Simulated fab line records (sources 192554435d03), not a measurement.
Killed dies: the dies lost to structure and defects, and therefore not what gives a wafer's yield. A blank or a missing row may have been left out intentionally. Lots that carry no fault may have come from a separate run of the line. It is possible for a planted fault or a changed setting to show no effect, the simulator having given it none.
Which tool did it? || flow n5_finfet || 9 lots with 27 wafers sampled at 4 steps, on a route of 1938 steps

## WHAT EACH GAUGE READ, for each wafer
N5_HKMG_FIN_THK_MEAS_70: measures by xrf.
{"lot": "L160", "measured": "day 4 02:58", "on": "film_metro-01", "HK_THK (nm)": "1.601 1.602 1.589"}
{"lot": "L161", "measured": "day 4 07:43", "on": "film_metro-02", "HK_THK (nm)": "1.583 1.582 1.610"}
{"lot": "L163", "measured": "day 4 19:37", "on": "film_metro-01", "HK_THK (nm)": "1.601 1.596 1.581"}
{"lot": "L166", "measured": "day 5 19:13", "on": "film_metro-02", "HK_THK (nm)": "1.345 1.372 1.331"}
{"lot": "L168", "measured": "day 6 06:01", "on": "film_metro-02", "HK_THK (nm)": "1.309 1.352 1.335"}
{"lot": "L177", "measured": "day 8 06:40", "on": "film_metro-01", "HK_THK (nm)": "1.601 1.577 1.595"}
{"lot": "L178", "measured": "day 8 12:49", "on": "film_metro-01", "HK_THK (nm)": "1.617 1.590 1.567"}
{"lot": "L179", "measured": "day 8 21:29", "on": "film_metro-02", "HK_THK (nm)": "1.539 1.593 1.569"}
{"lot": "L182", "measured": "day 9 14:22", "on": "film_metro-01", "HK_THK (nm)": "1.606 1.594 1.598"}

## EACH LOT AND THE TOOL THAT RAN IT (in order: tool; ch and the chambers of the sampled wafers; start)
{"lot": "L160", "N5_HKMG_FIN_HK_ALD_01": "ald_hk-03 ch 0,2,3, day 3 23:22", "N5_HKMG_FIN_DESCUM_53": "rie_diel-06 ch 1,2,3, day 4 00:34", "N5_HKMG_FIN_ALD_36": "ald_metal-01 ch 0,1,2, day 4 02:41"}
{"lot": "L161", "N5_HKMG_FIN_HK_ALD_01": "ald_hk-03 ch 2,3, day 4 03:53", "N5_HKMG_FIN_DESCUM_53": "rie_diel-06 ch 0,1, day 4 04:57", "N5_HKMG_FIN_ALD_36": "ald_metal-01 ch 0,1,2, day 4 07:26"}
{"lot": "L163", "N5_HKMG_FIN_HK_ALD_01": "ald_hk-03 ch 0,2,3, day 4 16:04", "N5_HKMG_FIN_DESCUM_53": "rie_diel-01 ch 1,3, day 4 17:01", "N5_HKMG_FIN_ALD_36": "ald_metal-01 ch 1,2, day 4 19:12"}
{"lot": "L166", "N5_HKMG_FIN_HK_ALD_01": "ald_hk-03 ch 0,1,2, day 5 15:32", "N5_HKMG_FIN_DESCUM_53": "rie_diel-05 ch 1,2,3, day 5 16:35", "N5_HKMG_FIN_ALD_36": "ald_metal-04 ch 0,2,3, day 5 18:56"}
{"lot": "L168", "N5_HKMG_FIN_HK_ALD_01": "ald_hk-03 ch 0,2,3, day 6 02:27", "N5_HKMG_FIN_DESCUM_53": "rie_diel-05 ch 0,2,3, day 6 03:36", "N5_HKMG_FIN_ALD_36": "ald_metal-03 ch 0,2,3, day 6 05:44"}
{"lot": "L177", "N5_HKMG_FIN_HK_ALD_01": "ald_hk-02 ch 0,1,3, day 8 03:08", "N5_HKMG_FIN_DESCUM_53": "rie_diel-01 ch 0,2, day 8 04:11", "N5_HKMG_FIN_ALD_36": "ald_metal-01 ch 1,3, day 8 06:23"}
{"lot": "L178", "N5_HKMG_FIN_HK_ALD_01": "ald_hk-02 ch 0,1,3, day 8 08:55", "N5_HKMG_FIN_DESCUM_53": "rie_diel-01 ch 0,1,2, day 8 10:19", "N5_HKMG_FIN_ALD_36": "ald_metal-04 ch 0,1,3, day 8 12:32"}
{"lot": "L179", "N5_HKMG_FIN_HK_ALD_01": "ald_hk-01 ch 0,2,3, day 8 18:02", "N5_HKMG_FIN_DESCUM_53": "rie_diel-01 ch 1,2,3, day 8 19:04", "N5_HKMG_FIN_ALD_36": "ald_metal-04 ch 0,1,2, day 8 21:12"}
{"lot": "L182", "N5_HKMG_FIN_HK_ALD_01": "ald_hk-02 ch 0,1,3, day 9 10:55", "N5_HKMG_FIN_DESCUM_53": "rie_diel-05 ch 0,3, day 9 11:58", "N5_HKMG_FIN_ALD_36": "ald_metal-01 ch 1,2, day 9 14:05"}
- N5_HKMG_FIN_HK_ALD_01: deposits HfO2, target thk 1.6 nm, pulse time 3 s, purge time 3 s.
- N5_HKMG_FIN_DESCUM_53: chemistry O2, time 7.9 s.
- N5_HKMG_FIN_ALD_36: deposits TiN, target thk 1 nm, pulse time 1 s, purge time 3 s.

## THE ANSWER, worked out from the rows above alone
Rule: usual is defined by the lots themselves. Put in order of their means at a reading, lots are off if they are a third of the lots or fewer, leave a main group of 4 or more, and stand apart from it by a gap of 3 or more times the standard deviation of the main group's means; of several such gaps the widest counts. Not used: any main group whose means are identical at the precision the tables above print for the reading. Also off: a lot with no number at a reading for which 4 or more lots have one. Any other lot the step has rows for is counted as sound.
Off: L166, L168, at N5_HKMG_FIN_THK_MEAS_70 (HK_THK). The main group has a mean of 1.590 nm with a standard deviation of 0.0099.
A tool fits if, at a process step before that reading, it ran every lot that is off, and no sound lot after the first of them. The gauges at N5_HKMG_FIN_THK_MEAS_70 are tried like those tools. One fits: ald_hk-03 at N5_HKMG_FIN_HK_ALD_01. A fault onset in the window from L163 (day 4 16:04, its last sound lot) to L166 (day 5 15:32, its first lot off) fits.

## WHAT HAD BEEN PUT IN BY THE SIMULATOR
Site profile drift: ald_hk-03, from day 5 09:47 on, at N5_HKMG_FIN_HK_ALD_01. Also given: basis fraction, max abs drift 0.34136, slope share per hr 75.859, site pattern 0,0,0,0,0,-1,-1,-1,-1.
Struck lots among those shown: L166, L168. The same result came from the rule above.
